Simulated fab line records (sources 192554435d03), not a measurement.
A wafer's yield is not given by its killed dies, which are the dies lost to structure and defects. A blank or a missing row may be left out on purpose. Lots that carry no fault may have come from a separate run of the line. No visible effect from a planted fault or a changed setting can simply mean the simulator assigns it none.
What tool caused it? | flow n5-finfet | 28 wafers from 10 lots sampled at 4 of the route's 1938 steps

WHAT EACH GAUGE READ, for each wafer
N5_BEOL_M4_RC_MEAS_101.
lot  | measured     | on        | IOFF_N (nA/um)
L922 | day 8 04:23  | prober-01 | 0.13 0.17 0.14
L923 | day 8 04:22  | prober-02 | 0.15 0.13 0.16
L928 | day 9 11:10  | prober-02 | 0.15 0.19 0.15
L929 | day 9 22:11  | prober-01 | 0.12 0.17 0.16
L930 | day 10 15:37 | prober-01 | 0.15 0.17 0.15
L931 | day 10 02:59 | prober-01 | 0.16 0.16 0.16
L933 | day 11 02:14 | prober-01 | 0.16 0.14 0.17
L934 | day 11 03:49 | prober-02 | 0.16 0.17 0.11
L940 | day 12 20:49 | prober-02 | 0.29 0.18
L941 | day 13 03:08 | prober-01 | 0.20 0.18

EACH LOT AND THE TOOL THAT RAN IT (in order: tool; ch and the chambers of the sampled wafers; start)
lot  | N5_SD_EPI_P_ETCH_47               | N5_ILD0_LINER_00                 | N5_ILD0_ALD_15
L922 | rie-diel-04 ch 0,1,2, day 3 06:32 | ald-sin-04 ch 1,2,3, day 3 12:29 | ald-sin-01 ch 1,2, day 3 16:11
L923 | rie-diel-06 ch 0,2, day 3 11:28   | ald-sin-02 ch 0,1,2, day 3 15:27 | ald-sin-01 ch 0,2,3, day 3 19:10
L928 | rie-diel-04 ch 0,1,3, day 4 17:31 | ald-sin-02 ch 0,1,3, day 4 22:41 | ald-sin-02 ch 2,3, day 5 02:47
L929 | rie-diel-04 ch 0,1,3, day 4 23:56 | ald-sin-02 ch 2,3, day 5 06:04   | ald-sin-02 ch 2,3, day 5 09:49
L930 | rie-diel-06 ch 0,1,2, day 5 07:31 | ald-sin-04 ch 0,1,2, day 5 13:34 | ald-sin-02 ch 0,1,2, day 5 17:25
L931 | rie-diel-06 ch 1,2,3, day 5 14:07 | ald-sin-02 ch 0,2,3, day 5 20:06 | ald-sin-04 ch 0,1,3, day 5 23:50
L933 | rie-diel-04 ch 0,2,3, day 6 00:19 | ald-sin-04 ch 1,2, day 6 04:41   | ald-sin-02 ch 0,2,3, day 6 09:22
L934 | rie-diel-04 ch 0,1, day 6 14:09   | ald-sin-02 ch 1,2,3, day 6 18:09 | ald-sin-04 ch 1,2,3, day 6 21:52
L940 | rie-diel-06 ch 0,3, day 7 21:23   | ald-sin-02 ch 0,3, day 8 02:35   | ald-sin-02 ch 1,3, day 8 06:32
L941 | rie-diel-06 ch 3, day 8 00:25     | ald-sin-02 ch 0,3, day 8 05:14   | ald-sin-02 ch 1,3, day 8 09:09
- N5_SD_EPI_P_ETCH_47: etches SiOCN in CH3F/O2, target depth 25 nm.
- N5_ILD0_LINER_00: material SiNx, target thk 4 nm, pulse time 1 s, purge time 2 s.
- N5_ILD0_ALD_15: deposits SiNx, target thk 24 nm, pulse time 1 s, ald cycles 480.

THE ANSWER, worked out from the rows above alone
Rule: the usual values come from the lots themselves. Put in order of their means at a reading, lots are off if they are a third of the lots or fewer, leave a main group of 4 or more, and stand apart from it by a gap of 3 or more times the standard deviation of the main group's means; of several such gaps the widest counts. The tables above print the reading to a certain number of digits; a main group whose means all agree to those digits is not used. Also off: a lot with no number at a reading for which 4 or more lots have one. The other lots that the step has rows for count as sound.
Off: at N5_BEOL_M4_RC_MEAS_101 (IOFF_N), L940, L941. For the main group the mean is 0.15 nA/um and the standard deviation 0.0062.
A tool fits if, at a process step before that reading, it ran every lot that is off, and no sound lot after the first of them. Those tools and the gauges at N5_BEOL_M4_RC_MEAS_101 are tried in the same way. This does not decide it: 2 tools fit, namely rie-diel-06 at N5_SD_EPI_P_ETCH_47 and ald-sin-02 at N5_ILD0_LINER_00 and N5_ILD0_ALD_15.

WHAT HAD BEEN PUT IN BY THE SIMULATOR
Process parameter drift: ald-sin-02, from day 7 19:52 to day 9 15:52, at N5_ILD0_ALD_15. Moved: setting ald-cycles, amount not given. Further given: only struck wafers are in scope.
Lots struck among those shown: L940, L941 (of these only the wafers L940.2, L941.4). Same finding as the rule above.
